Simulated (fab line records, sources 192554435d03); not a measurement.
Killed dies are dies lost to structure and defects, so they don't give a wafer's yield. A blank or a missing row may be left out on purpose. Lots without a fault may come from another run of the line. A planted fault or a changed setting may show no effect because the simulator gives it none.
Split-lot experiment | flow n5_finfet | 7 lots, 39 wafers read, on a route of 1938 steps

THE SPLIT
At N5_SPACER0_ALD_08 (deposits SiNx, target thk 2 nm), the setting target_thk_a was moved away from the recipe's 20 angstrom on 18 of the 39 wafers read, by -13.8% to +13.1%. The other wafers ran this setting at the recipe's value.

FROM THE SPLIT TO THE READING: what the file shows between them, 6 steps
- N5_SD_EPI_N_COAT_32: time 60 s, resist thk 350 nm
- N5_SD_EPI_N_SD_RECESS_17: chemistry HBr/Cl2/O2, target depth 41 nm, time 23.7 s, bt time 3 s
- N5_SD_EPI_N_STRIP_38: strips in N2/H2
- N5_SD_EPI_N_WET_ETCH_43: etches SiO2 in dHF, time 14 s, target depth 1.5 nm
- N5_SD_EPI_N_STRIP_18: strips in SPM, time 750 s
- N5_SD_EPI_N_SRD_20: time 30 s

THE READING
SiNx_of_SPACER0_ALD_08.thk_nm (the simulator's own value, which no gauge read), in nm, at N5_SD_EPI_N_PRECLEAN_48 (cleans in NF3:NH3, afs cycles 2, time 20 s, sublimation time 60 s). The file gives no usual value for it. The 21 wafers here that ran the recipe average 1.3 nm, standard deviation 0.097 nm.

wafer  | tool, chamber at the split | target_thk_a as run, angstrom | against the recipe | SiNx_of_SPACER0_ALD_08.thk_nm, nm | against lot-mates on the recipe
L074.1 | ald_sin-04, 3,2,2          | 17.44                         | -12.8%             | 1                                 | -0.2
L074.4 | ald_sin-04, 3,2,2          | 17.44                         | -12.8%             | 1                                 | -0.2
L074.6 | ald_sin-04, 3,2,2          | 17.44                         | -12.8%             | 1                                 | -0.2
L074.2 | ald_sin-04, 1,0,3          | 20                            | recipe             | 1.2                               | -
L074.3 | ald_sin-04, 1,0,3          | 20                            | recipe             | 1.2                               | -
L074.5 | ald_sin-04, 1,0,3          | 20                            | recipe             | 1.2                               | -
L077.1 | ald_sin-03, 2,0,1          | 17.24                         | -13.8%             | 1                                 | -0.4
L077.3 | ald_sin-03, 2,0,1          | 17.24                         | -13.8%             | 1                                 | -0.4
L077.6 | ald_sin-03, 2,0,1          | 17.24                         | -13.8%             | 1                                 | -0.4
L077.2 | ald_sin-03, 1,3,0          | 20                            | recipe             | 1.4                               | -
L077.4 | ald_sin-03, 1,3,0          | 20                            | recipe             | 1.4                               | -
L077.5 | ald_sin-03, 1,3,0          | 20                            | recipe             | 1.4                               | -
L081.3 | ald_sin-04, 2,0,1          | 20                            | recipe             | 1.2                               | -
L081.5 | ald_sin-04, 2,0,1          | 20                            | recipe             | 1.2                               | -
L081.6 | ald_sin-04, 2,0,1          | 20                            | recipe             | 1.2                               | -
L083.1 | ald_sin-02, 2,0,2          | 17.65                         | -11.8%             | 1                                 | -0.3
L083.4 | ald_sin-02, 2,0,2          | 17.65                         | -11.8%             | 1                                 | -0.3
L083.6 | ald_sin-02, 2,0,2          | 17.65                         | -11.8%             | 1                                 | -0.3
L083.2 | ald_sin-02, 1,3,3          | 20                            | recipe             | 1.4                               | -
L083.3 | ald_sin-02, 1,3,3          | 20                            | recipe             | 1.2                               | -
L083.5 | ald_sin-02, 1,3,3          | 20                            | recipe             | 1.2                               | -
L085.1 | ald_sin-03, 2,0,0          | 21.22                         | +6.1%              | 1.4                               | +0.1
L085.3 | ald_sin-03, 2,0,0          | 21.22                         | +6.1%              | 1.4                               | +0.1
L085.6 | ald_sin-03, 2,0,0          | 21.22                         | +6.1%              | 1.4                               | +0.1
L085.2 | ald_sin-03, 1,3,1          | 20                            | recipe             | 1.4                               | -
L085.5 | ald_sin-03, 1,3,1          | 20                            | recipe             | 1.4                               | -
L085.4 | ald_sin-03, 1,3,1          | 20                            | recipe             | 1.2                               | -
L087.1 | ald_sin-03, 0,3,1          | 22.63                         | +13.1%             | 1.6                               | +0.3
L087.2 | ald_sin-03, 0,3,1          | 22.63                         | +13.1%             | 1.6                               | +0.3
L087.4 | ald_sin-03, 0,3,1          | 22.63                         | +13.1%             | 1.6                               | +0.3
L087.3 | ald_sin-03, 2,1,2          | 20                            | recipe             | 1.2                               | -
L087.5 | ald_sin-03, 2,1,2          | 20                            | recipe             | 1.4                               | -
L087.6 | ald_sin-03, 2,1,2          | 20                            | recipe             | 1.4                               | -
L097.1 | ald_sin-04, 1,2,0          | 20                            | recipe             | 1.2                               | -
L097.3 | ald_sin-04, 1,2,0          | 20                            | recipe             | 1.2                               | -
L097.4 | ald_sin-04, 1,2,0          | 20                            | recipe             | 1.2                               | -
L097.2 | ald_sin-04, 3,3,2          | 20.85                         | +4.2%              | 1.4                               | +0.2
L097.5 | ald_sin-04, 3,3,2          | 20.85                         | +4.2%              | 1.4                               | +0.2
L097.6 | ald_sin-04, 3,3,2          | 20.85                         | +4.2%              | 1.4                               | +0.2
Where a row lists several chambers, the file gives one row for several wafers and doesn't say which wafer went through which chamber.

THE FIT
A straight line over all 39 wafers: SiNx_of_SPACER0_ALD_08.thk_nm changes by +0.0225 nm for each +1% of target_thk_a; r = +0.92; the points scatter about the line by 0.075 nm.
The same after taking each lot's own level away (the mean of its wafers on the recipe; 39 wafers): +0.0222 nm for each +1%; r = +0.92; scatter 0.069 nm.
On that fit, the largest move of target_thk_a shifts the reading by 0.31 nm.
The lots' own levels span 1.20 to 1.40 nm, that is 2.1 times the standard deviation above.
So the lot-to-lot level changes the slope little: the two slopes agree.
Check: with one of the wafers moved furthest among these (-13.8%) left out of the fit, the line predicts -0.296 nm for it against its lot-mates. It came out at -0.4 nm against them.

OTHER SPLITS ON THESE WAFERS
These wafers also went through other splits before the reading. Each is held against what the fit with the lots' levels taken away leaves over:
other split on the same wafers | wafers away from the commonest value | r with SiNx_of_SPACER0_ALD_08.thk_nm (lot level and that fit taken away)
N5_DUMMY_GATE_ETCH_37 source_w | 12                                   | -0.30
N5_DUMMY_GATE_ETCH_32 time_s   | 18                                   | +0.26

THE WHOLE CHAIN: every reading that the file lists as answering this split, in the file's order
step                    | what it does                                                      | reading                                                                        | change (the file's fit)                | r (the file's)
N5_SD_EPI_N_WET_ETCH_43 | etches SiO2 in dHF, time 14 s, target depth 1.5 nm                | SiNx_of_SPACER0_ALD_08.thk_nm (the simulator's own value, which no gauge read) | +0.0253 nm for each +1% of the setting | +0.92
N5_SD_EPI_N_PRECLEAN_48 | cleans in NF3:NH3, afs cycles 2, time 20 s, sublimation time 60 s | SiNx_of_SPACER0_ALD_08.thk_nm (the simulator's own value, which no gauge read) | +0.0222 nm for each +1% of the setting | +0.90

THE FILE'S OWN FIT
SiNx_of_SPACER0_ALD_08.thk_nm changes by +0.0222 nm for each +1% of target_thk_a, r = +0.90.
